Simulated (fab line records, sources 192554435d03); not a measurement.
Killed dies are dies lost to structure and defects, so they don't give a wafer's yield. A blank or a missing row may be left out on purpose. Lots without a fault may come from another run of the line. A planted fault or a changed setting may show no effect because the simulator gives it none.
Chamber matching | flow n5_finfet | N5_GATE_CUT_CMP_43 on cmp-03: 4 sister chambers
The step polishes SiO2. 8 wafers are shown with their chamber, then 9 later ones without.

WAFERS WITH THEIR CHAMBER
wafer  | chamber | motor_current_A (A) | edge_zone_pressure_frac
L078.1 | 2       | 11.9                | 0.996
L078.3 | 1       | 11.7                | 0.993
L080.1 | 1       | 11.8                | 1.007
L080.3 | 0       | 11.0                | 0.994
L080.6 | 3       | 13.8                | 0.993
L083.1 | 0       | 11.0                | 1.001
L083.2 | 3       | 13.2                | 1.000
L083.4 | 2       | 11.2                | 0.996

WAFERS WITHOUT THEIR CHAMBER
wafer  | motor_current_A (A) | edge_zone_pressure_frac
L086.1 | 10.7                | 0.991
L086.2 | 11.5                | 1.004
L086.4 | 13.3                | 0.997
L087.2 | 10.4                | 0.999
L087.5 | 12.7                | 1.000
L087.6 | 11.3                | 0.999
L097.1 | 10.3                | 0.995
L097.4 | 12.7                | 0.999
L097.5 | 11.3                | 0.992

WHICH CHAMBER EACH WENT THROUGH
wafer  | from the rows above          | in truth
L086.1 | can't be placed: 0 or 2      | 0
L086.2 | can't be placed: 1 or 2 or 0 | 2
L086.4 | 3                            | 3
L087.2 | can't be placed: 0 or 2      | 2
L087.5 | can't be placed: 3 or 1 or 2 | 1
L087.6 | can't be placed: 2 or 0 or 1 | 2
L097.1 | can't be placed: 0 or 2      | 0
L097.4 | can't be placed: 3 or 1 or 2 | 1
L097.5 | can't be placed: 2 or 0 or 1 | 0
Placed correctly: 1 of 9. Can't be placed from these rows: 8 (the true chamber is among the candidates in 8). Placed wrongly: 0.
How it was worked out, from the rows above alone: a wafer's distance from a chamber is the root of the sum, over the readings, of the square of ((its reading less the chamber's mean) divided by the reading's scatter). The wafer belongs to the nearest chamber; if the next one is less than 2 further off, it can't be placed. A chamber's mean is the mean of its shown wafers. The scatter: the root of (the sum of the squares of (reading less its chamber's mean) over the shown wafers, divided by (wafers less chambers)).
